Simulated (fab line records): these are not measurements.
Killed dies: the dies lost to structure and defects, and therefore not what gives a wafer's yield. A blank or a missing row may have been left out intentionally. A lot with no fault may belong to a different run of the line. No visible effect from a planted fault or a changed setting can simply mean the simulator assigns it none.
Which tool is to blame? | flow nandHarc | 13 lots, 39 wafers sampled, at 5 steps of a route of 1159

## WHAT THE GAUGES SHOWED, per wafer
NHARC_THIN_TSV_CD_MEAS_16. Usual: cdNm 1000.6 nm, standard deviation 2.4.
lot  | measured     | on       | cdNm (nm)            | flag
L360 | day 18 23:49 | cdSem-03 | 1000.5 1004.1 1000.0 | 
L358 | day 19 00:56 | cdSem-02 | 1002.0 1007.2 997.8  | 
L362 | day 19 07:42 | cdSem-02 | 1000.2 999.5 1001.2  | 
L359 | day 19 11:26 | cdSem-03 | 1003.7 1004.8 1006.1 | 
L363 | day 20 02:41 | cdSem-02 | 1003.0 998.7 1001.3  | 
L364 | day 21 05:46 | cdSem-01 | 995.0 1001.2 998.4   | 
L366 | day 21 07:14 | cdSem-02 | 1002.8 1000.7 997.8  | 
L369 | day 21 15:19 | cdSem-02 | 997.5 994.3 1000.1   | 
L377 | day 23 19:05 | cdSem-03 | 1003.3 1001.2 1002.8 | 
L376 | day 24 02:27 | cdSem-02 | 999.2 999.2 998.2    | 
L378 | day 24 09:25 | cdSem-03 | 1004.8 999.7 998.8   | 
L379 | day 24 10:39 | cdSem-01 | 999.1 1000.4 1004.0  | 
L380 | day 25 04:10 | cdSem-01 | 999.2 999.3 1001.8   | 

NHARC_THIN_TSV_CD_MEAS_37. Usual: cdNm 5000 nm, standard deviation 3.7.
lot  | measured     | on       | cdNm (nm)      | flag
L360 | day 19 06:22 | cdSem-03 | 5000 5002 4997 | 
L358 | day 19 07:21 | cdSem-02 | 5002 5008 5002 | 
L362 | day 19 14:09 | cdSem-03 | 5000 4998 5000 | 
L359 | day 19 17:55 | cdSem-01 | 5004 5002 5005 | 
L363 | day 20 09:23 | cdSem-03 | 4997 5003 4997 | 
L364 | day 21 12:38 | cdSem-03 | 4994 5004 4998 | 
L366 | day 21 13:37 | cdSem-02 | 4999 4999 4996 | 
L369 | day 21 22:06 | cdSem-02 | 4998 4998 4998 | 
L377 | day 24 01:47 | cdSem-03 | 5006 5000 5001 | 
L376 | day 24 08:55 | cdSem-01 | 4995 4996 4995 | 
L378 | day 24 16:25 | cdSem-01 | 5004 4999 4996 | 
L379 | day 24 17:13 | cdSem-01 | 4997 4999 5002 | 
L380 | day 25 10:40 | cdSem-03 | 4998 5003 5003 | 

NHARC_END_SORT_01. Usual: defectLimitedYield 95.5 %, standard deviation 1.5; killedAtArray 27, standard deviation 10; killedAtOther 0.6, standard deviation 0.96; killedAtPeriphery 3.4, standard deviation 2.7; killedDies 31, standard deviation 10; killedOpen 2.9, standard deviation 1.8; killedShort 1.8, standard deviation 1.4; sort_bin_2_pct 1.4 %, standard deviation 0.66; sort_bin_3_pct 0.25 %, standard deviation 0.23; sort_bin_4_pct 2.8 %, standard deviation 0.94; sortNPass 646, standard deviation 10; sortRimYieldPct 96.2 %, standard deviation 2.6; sortYieldPct 95.5 %, standard deviation 1.5.
lot  | measured     | on        | defectLimitedYield (%) | killedAtArray | killedAtOther | killedAtPeriphery | killedDies  | killedOpen | killedShort | sort_bin_2_pct (%) | sort_bin_3_pct (%) | sort_bin_4_pct (%) | sortNPass | sortRimYieldPct (%) | sortYieldPct (%) | flag
L364 | day 21 21:16 | prober-01 | 0 0 0                  | 35 35 35      | 640 635 633   | 2 7 9             | 677 677 677 | 1 5 7      | 1 2 0       | 95.4 96.0 95.4     | 0 0.30 0.59        | 4.6 3.7 4.0        | 0 0 0     | 0 0 0               | 0 0 0            | OFF
L366 | day 21 22:05 | prober-02 | 0 0 0                  | 45 42 44      | 631 632 630   | 1 3 3             | 677 677 677 | 6 2 5      | 1 1 1       | 95.4 95.9 95.6     | 0.15 0.89 0.59     | 4.4 3.2 3.8        | 0 0 0     | 0 0 0               | 0 0 0            | OFF
L369 | day 22 05:33 | prober-01 | 0 0 0                  | 21 12 13      | 654 663 660   | 2 2 4             | 677 677 677 | 3 3 6      | 2 1 2       | 97.0 98.7 98.5     | 0.15 0 0           | 2.8 1.3 1.5        | 0 0 0     | 0 0 0               | 0 0 0            | OFF

## WHICH TOOL RAN EACH LOT (tool, then ch and the chambers of the sampled wafers, then the start)
lot  | NHARC_THIN_TSV_DEGAS_53     | NHARC_THIN_TSV_ETCH_59
L360 | pvdSputter-03, day 19 03:46 | rieMetal-01 ch 0,1, day 19 05:13
L358 | pvdSputter-01, day 19 04:45 | rieMetal-03 ch 0,1, day 19 06:18
L362 | pvdSputter-01, day 19 11:33 | rieMetal-03 ch 0,1, day 19 12:59
L359 | pvdSputter-01, day 19 15:18 | rieMetal-03 ch 0,1, day 19 16:45
L363 | pvdSputter-02, day 20 06:48 | rieMetal-01 ch 0,1, day 20 08:08
L364 | pvdSputter-01, day 21 10:02 | rieMetal-02 ch 0,1, day 21 11:31
L366 | pvdSputter-02, day 21 11:08 | rieMetal-03 ch 0,1, day 21 12:29
L369 | pvdSputter-02, day 21 19:08 | rieMetal-03 ch 0,1, day 21 20:35
L377 | pvdSputter-01, day 23 22:55 | rieMetal-03 ch 0,1, day 24 00:14
L376 | pvdSputter-01, day 24 06:21 | rieMetal-01 ch 0,1, day 24 07:49
L378 | pvdSputter-01, day 24 13:49 | rieMetal-01 ch 0,1, day 24 15:16
L379 | pvdSputter-02, day 24 14:46 | rieMetal-03 ch 0,1, day 24 16:04
L380 | pvdSputter-02, day 25 07:56 | rieMetal-01 ch 0, day 25 09:16
- NHARC_THIN_TSV_DEGAS_53: time 60 s.
- NHARC_THIN_TSV_ETCH_59: etches the open film in Cl2/BCl3, target depth 880 nm, time 138.1 s.

## AS READ BY THE TOOLS THEMSELVES (means over the sampled wafers that have a number; for cases with no such wafer, the mark the record gives instead)
NHARC_THIN_TSV_DEGAS_53. Usual: heaterPowerW 465 W, standard deviation 52.
lot  | tool          | heaterPowerW (W) | flag
L360 | pvdSputter-03 | 461              | 
L358 | pvdSputter-01 | 523              | 
L362 | pvdSputter-01 | 499              | 
L359 | pvdSputter-01 | 416              | 
L363 | pvdSputter-02 | 424              | 
L364 | pvdSputter-01 | 521              | 
L366 | pvdSputter-02 | 466              | 
L369 | pvdSputter-02 | 447              | 
L377 | pvdSputter-01 | 511              | 
L376 | pvdSputter-01 | 466              | 
L378 | pvdSputter-01 | 494              | 
L379 | pvdSputter-02 | 469              | 
L380 | pvdSputter-02 | 455              | 

NHARC_THIN_TSV_ETCH_59. Usual: bcl3FlowSccm 30.01 sccm, standard deviation 0.09; biasW 100.0 W, standard deviation 0.32; drypumpMotorCurrentA 5.9 A, standard deviation 0.59; oesProductAu 0.999 a.u., standard deviation 0.013; throttleValvePct 22.264 %, standard deviation 0.0089.
lot  | tool        | bcl3FlowSccm (sccm) | biasW (W) | drypumpMotorCurrentA (A) | oesProductAu (a.u.) | throttleValvePct (%) | flag
L360 | rieMetal-01 | 30.04               | 100.0     | 5.6                      | 0.995               | 22.268               | 
L358 | rieMetal-03 | 30.03               | 100.1     | 6.4                      | 1.004               | 22.265               | 
L362 | rieMetal-03 | 30.02               | 100.1     | 5.8                      | 1.007               | 22.262               | 
L359 | rieMetal-03 | 30.04               | 100.3     | 6.3                      | 0.998               | 22.261               | 
L363 | rieMetal-01 | 29.84               | 100.0     | 5.5                      | 1.010               | 22.264               | 
L364 | rieMetal-02 | -                   | -         | -                        | -                   | -                    | OFF
L366 | rieMetal-03 | -                   | -         | -                        | -                   | -                    | OFF
L369 | rieMetal-03 | -                   | -         | -                        | -                   | -                    | OFF
L377 | rieMetal-03 | 29.95               | 99.7      | 5.9                      | 1.003               | 22.274               | 
L376 | rieMetal-01 | 30.01               | 100.0     | 5.5                      | 0.982               | 22.258               | 
L378 | rieMetal-01 | 30.08               | 100.1     | 5.5                      | 0.998               | 22.277               | 
L379 | rieMetal-03 | 29.99               | 99.8      | 5.9                      | 1.011               | 22.269               | 
L380 | rieMetal-01 | 30.04               | 99.9      | 5.6                      | 0.982               | 22.265               | 

## THE ANSWER, worked out from the rows above alone
Rule: a lot counts as off when the mean over its wafers that have a number is more than 3 standard deviations away from the usual mean. Also off: a lot with no number at a reading for which 4 or more lots have one. Any other lot the step has rows for is counted as sound. The gauges are gone through in route order, then the tools' own readings, and for those a lot's mean is taken as printed above. At the first step where some lot is off, the reading lying furthest off is the one used; lots without a number count as furthest.
Off: L364, L366, L369 (NHARC_END_SORT_01, killedAtOther). Neither off nor sound, because the step has no rows for them: L360, L358, L362, L359, L363, L377, L376, L378, L379, L380.
A tool fits if, at a process step before that reading, it ran every lot that is off, and no sound lot after the first of them. Not tried: the gauges at NHARC_END_SORT_01; whatever is off there is also off at NHARC_THIN_TSV_ETCH_59, on other tools, and gauge error can't account for it. Not one of the candidates tried fits.

## WHAT THE SIMULATOR HAD INSERTED
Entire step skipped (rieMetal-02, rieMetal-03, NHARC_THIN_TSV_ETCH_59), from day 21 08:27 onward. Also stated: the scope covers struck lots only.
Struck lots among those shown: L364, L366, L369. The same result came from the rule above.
